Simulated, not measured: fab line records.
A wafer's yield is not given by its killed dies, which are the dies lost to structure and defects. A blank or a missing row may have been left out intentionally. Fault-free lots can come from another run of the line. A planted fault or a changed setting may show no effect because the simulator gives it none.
Which tool was responsible? ; flow nandHarc ; 6 lots, 18 wafers sampled, at 4 steps of a route of 1159

WHAT THE GAUGES SHOWED, per wafer
NHARC_A_SOURCE_PLATE_INSPECT_08.
lot;measured;on;rawDefectCount
L988;day 7 23:10;defectInspect-01;53 46 57
L991;day 8 21:17;defectInspect-01;483 473 499 481 478 495
L993;day 9 08:59;defectInspect-01;537 522 475 527 522 478
L101;day 11 23:27;defectInspect-01;83 47 35
L103;day 12 07:36;defectInspect-01;36 38 46
L106;day 12 12:32;defectInspect-01;54 48 86

WHAT TOOL EACH LOT RAN ON (gives the tool, then ch and the chambers of the sampled wafers, and finally the start)
lot;NHARC_P_BONDPAD_PVD_17;NHARC_P_BONDPAD_ACTIVATE_29;NHARC_A_SOURCE_PLATE_PRECLEAN_00
L988;pvdSputter-01, day 6 23:58 or earlier;rieDiel-04 ch 2,3, day 6 23:58;wetBench-04 ch 0,2,7, day 7 02:37
L991;pvdSputter-01, day 7 22:28 or earlier;rieDiel-04 ch 1,2, day 7 22:28;wetBench-03 ch 0,3,6, day 8 01:16
L993;pvdSputter-02, day 8 11:38 or earlier;rieDiel-12 ch 0,1,3, day 8 11:38;wetBench-03 ch 2,3,5, day 8 14:23
L101;pvdSputter-01, day 11 01:23 or earlier;rieDiel-04 ch 1,2,3, day 11 01:23;wetBench-02 ch 2,3,5, day 11 04:06
L103;pvdSputter-03, day 11 10:21 or earlier;rieDiel-04 ch 1,2, day 11 10:21;wetBench-03 ch 1,6,7, day 11 13:01
L106;pvdSputter-03, day 11 14:21 or earlier;rieDiel-04 ch 0,1,2, day 11 14:21;wetBench-03 ch 0,5,6, day 11 16:59
- NHARC_P_BONDPAD_PVD_17: deposits TaN, target thk 5 nm, time 8.06 s.
- NHARC_P_BONDPAD_ACTIVATE_29: chemistry N2, time 60 s.
- NHARC_A_SOURCE_PLATE_PRECLEAN_00: cleans in HF-LAST, time 60 s.

THE ANSWER, worked out from the rows above alone
Rule: the usual values come from the lots themselves. The widest of any qualifying gaps counts: lots, ordered by their means at a reading, are off when they make up no more than a third of the lots, leave a main group of 4 or more, and stand apart from it by 3 or more times the standard deviation of that group's means. A main group whose means are all the same, to the digits that the tables above print for the reading, isn't used. Also off: a lot with no number at a reading for which 4 or more lots have one. Where the step has rows for the other lots, those lots are counted as sound.
Off: L991, L993, at NHARC_A_SOURCE_PLATE_INSPECT_08 (rawDefectCount). The main group: mean 52, standard deviation 8.2.
If a tool, at a process step before that reading, ran all the lots that are off and no sound lot after the first of them, it fits. The gauges at NHARC_A_SOURCE_PLATE_INSPECT_08 are tried like those tools. Because NHARC_P_BONDPAD_PVD_17 lacks a start for some lots, the hours and order of its lots are taken from NHARC_P_BONDPAD_ACTIVATE_29. None of those tried fits.

WHAT THE SIMULATOR HAD PUT IN
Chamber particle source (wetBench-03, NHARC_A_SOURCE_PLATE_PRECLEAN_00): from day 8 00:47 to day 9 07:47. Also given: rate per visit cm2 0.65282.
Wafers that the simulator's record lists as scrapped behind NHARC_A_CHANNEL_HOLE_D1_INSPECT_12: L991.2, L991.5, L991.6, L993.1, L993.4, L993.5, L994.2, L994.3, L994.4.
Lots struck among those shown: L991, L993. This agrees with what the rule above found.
